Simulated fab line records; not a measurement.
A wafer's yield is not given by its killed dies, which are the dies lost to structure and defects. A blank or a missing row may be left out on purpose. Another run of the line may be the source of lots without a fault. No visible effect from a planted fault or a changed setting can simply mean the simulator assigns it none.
Problem report in the 8D (eight disciplines) form, filled by code + flow n5 finfet + the parts of the form that need people (team, actions taken, sign-off) are left out

## 1. WHAT WENT WRONG
A mean of 203.0 V is read at N5_BEOL_M12_ETCH_67 for rf vpp V, taken on 1 wafer of 1 lot, against 184.2 V (standard deviation 0.94) on wafers free of any fault. Measured from the usual mean, that is +20 standard deviations.
The step: etches SiARC in CF4, target depth 143 nm, time 238.3 s.
First seen on wafer L953.2, day 15 15:26, on rie diel-01. The record has a number at this step for 30 wafers belonging to 11 lots. Rule for "out" (also "out of limits"): further than 4 standard deviations from the usual mean. The rest of the wafers with a number are treated as sound.

## 2. WHAT IT IS, AND WHAT IT ISN'T
| question                    | is                          | is not                                                                                                     |
|-----------------------------|-----------------------------|------------------------------------------------------------------------------------------------------------|
| which readings at this step | rf vpp V, etch rf on time s | chamber pressure mTorr, drypump motor current A, mfc ar sccm, showerhead plenum p Torr, throttle valve pct |
| which lots                  | L953                        | L935, L936, L937, L938, L939, L941, L942, L943, L954, L956                                                 |
| which wafers of those lots  | L953.2                      | L953.1, L953.5                                                                                             |
| read on which tools         | rie diel-01                 | rie diel-02, rie diel-04                                                                                   |
| when                        | from day 15 15:26           | up to then (24 sound wafers); but 5 sound wafers of L954, L956 came after                                  |

## 3. WHAT RULES OUT EACH SUSPECT
Counting: a tool at a process step up to the reading stays a suspect if it ran every lot that is out. Sound lots after the first of them don't rule it out here, since some wafers of a struck lot are sound.
- rie diel-04 at N5_BEOL_M12_ETCH_59 (etches BARC in N2/H2, target depth 89 nm, overetch 26.7 nm, time 67.9 s): kept. It processed L953, the lot that is out, at day 15 12:54, and its most recent sound lot before then was L943 at day 13 01:19.
- rie diel-01 at N5_BEOL_M12_ETCH_67 (etches SiARC in CF4, target depth 143 nm, time 238.3 s): kept. It processed L953, the lot that is out, at day 15 15:26, and its most recent sound lot before then was L942 at day 12 13:51. Its own readings are out on those wafers: etch rf on time s, rf vpp V.
- Within rie diel-04 at N5_BEOL_M12_ETCH_59: the wafers that are out ran in chamber 3; their sound lot-mates ran in chamber 1.
- At N5_BEOL_M12_ETCH_67, inside rie diel-01: chamber 0 took the wafers that are out, while their sound lot-mates went through chambers 2, 3.
The count leaves rie diel-01 at N5_BEOL_M12_ETCH_67 and rie diel-04 at N5_BEOL_M12_ETCH_59.

## 4. THE CAUSE (what the simulator had put in)
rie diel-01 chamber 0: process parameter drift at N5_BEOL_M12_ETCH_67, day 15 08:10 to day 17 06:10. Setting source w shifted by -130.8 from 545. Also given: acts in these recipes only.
2 suspects survive the count, and this tool is in that group.

## 5. THE CHAIN OF EFFECTS, in route order
Each row: a reading whose mean over the struck wafers that have a number lies more than 3 standard deviations from the usual. Scope: only readings with a usual standard deviation given in the record; hours: median across lots of the time from each lot's start at the first step in this table that gives one to its start at this step; sigmas: change in usual standard deviations.
| hours | step                | reading           | usual   | on struck wafers | change | sigmas |
|-------|---------------------|-------------------|---------|------------------|--------|--------|
| 0     | N5_BEOL_M12_ETCH_67 | etch rf on time s | 239 s   | 311              | +72    | +8.4   |
| 0     | N5_BEOL_M12_ETCH_67 | rf vpp V          | 184.2 V | 203.0            | +18.8  | +20    |
It contains these process steps:
- N5_BEOL_M12_ETCH_67: etches SiARC in CF4, target depth 143 nm, time 238.3 s.

## 6. HOW IT WOULD HAVE BEEN CAUGHT EARLIER
The fault began at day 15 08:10; the first out-of-limits reading in this record came at day 15 15:26, 7 hours later.
